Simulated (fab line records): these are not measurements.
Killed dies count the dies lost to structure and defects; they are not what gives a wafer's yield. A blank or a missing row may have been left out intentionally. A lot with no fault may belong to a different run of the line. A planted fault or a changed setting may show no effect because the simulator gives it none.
Matching of chambers + flow n5 finfet + N5_BEOL_M5_ETCH_68 on rie diel-03 has 4 sister chambers
The step etches SOC in N2/H2, target depth 80 nm, overetch 16 nm, time 120 s. 20 wafers are shown with their chamber, then 10 later ones without.

## WAFERS PAIRED WITH THEIR CHAMBERS
| wafer  | chamber | showerhead plenum p Torr (Torr) | throttle valve pct (%) | drypump motor current A (A) |
|--------|---------|---------------------------------|------------------------|-----------------------------|
| L075.1 | 2       | 2.63                            | 18.02                  | 5.6                         |
| L075.2 | 1       | 2.55                            | 17.53                  | 5.4                         |
| L075.3 | 0       | 2.69                            | 18.01                  | 5.7                         |
| L075.4 | 3       | 2.52                            | 18.02                  | 5.9                         |
| L075.5 | 1       | 2.55                            | 17.54                  | 5.4                         |
| L075.6 | 2       | 2.64                            | 18.02                  | 5.7                         |
| L084.2 | 2       | 2.63                            | 18.05                  | 5.7                         |
| L084.3 | 1       | 2.54                            | 17.56                  | 5.4                         |
| L084.4 | 0       | 2.69                            | 18.02                  | 5.7                         |
| L086.2 | 0       | 2.68                            | 18.03                  | 5.7                         |
| L086.4 | 3       | 2.51                            | 18.08                  | 5.9                         |
| L086.5 | 1       | 2.54                            | 17.56                  | 5.3                         |
| L088.1 | 3       | 2.51                            | 18.07                  | 5.9                         |
| L088.3 | 1       | 2.54                            | 17.58                  | 5.4                         |
| L088.4 | 0       | 2.68                            | 18.02                  | 5.7                         |
| L090.3 | 0       | 2.68                            | 18.04                  | 5.8                         |
| L090.4 | 1       | 2.53                            | 17.58                  | 5.4                         |
| L090.6 | 1       | 2.53                            | 17.58                  | 5.3                         |
| L089.3 | 1       | 2.53                            | 17.56                  | 5.3                         |
| L089.4 | 0       | 2.68                            | 18.05                  | 5.7                         |

SIGNATURES (means of the wafers above)
| reading                  | chamber 0 | chamber 1 | chamber 2 | chamber 3 | scatter within a chamber |
|--------------------------|-----------|-----------|-----------|-----------|--------------------------|
| showerhead plenum p Torr | 2.6833    | 2.5387    | 2.6333    | 2.5133    | 0.00687                  |
| throttle valve pct       | 18.0283   | 17.5612   | 18.0300   | 18.0567   | 0.0197                   |
| drypump motor current A  | 5.717     | 5.362     | 5.667     | 5.900     | 0.0459                   |
Rule: a wafer's distance from a chamber is the root of the sum, over the readings, of the square of ((its reading less the chamber's mean) divided by the reading's scatter). If the next closest chamber is less than 2 further off than the closest, the wafer can't be placed; otherwise it belongs to the closest. The scatter: the root of (the sum of the squares of (reading less its chamber's mean) over the shown wafers, divided by (wafers less chambers)).

## WAFERS MISSING THEIR CHAMBER
| wafer  | showerhead plenum p Torr (Torr) | throttle valve pct (%) | drypump motor current A (A) |
|--------|---------------------------------|------------------------|-----------------------------|
| L089.5 | 2.51                            | 18.09                  | 5.9                         |
| L092.1 | 2.53                            | 17.59                  | 5.4                         |
| L092.4 | 2.62                            | 18.07                  | 5.7                         |
| L092.6 | 2.68                            | 18.04                  | 5.7                         |
| L093.1 | 2.51                            | 18.10                  | 5.9                         |
| L093.2 | 2.53                            | 17.58                  | 5.4                         |
| L093.6 | 2.53                            | 17.57                  | 5.4                         |
| L096.1 | 2.62                            | 18.10                  | 5.6                         |
| L096.2 | 2.53                            | 17.58                  | 5.4                         |
| L096.5 | 2.62                            | 18.09                  | 5.6                         |

## WHICH CHAMBER EACH ONE RAN IN
| wafer  | from the rows above | in truth |
|--------|---------------------|----------|
| L089.5 | 3                   | 3        |
| L092.1 | 1                   | 1        |
| L092.4 | 2                   | 2        |
| L092.6 | 0                   | 0        |
| L093.1 | 3                   | 3        |
| L093.2 | 1                   | 1        |
| L093.6 | 1                   | 1        |
| L096.1 | 2                   | 2        |
| L096.2 | 1                   | 1        |
| L096.5 | 2                   | 2        |
Placed correctly: 10 of 10. Not placeable from these rows: 0. Placed wrongly: 0.
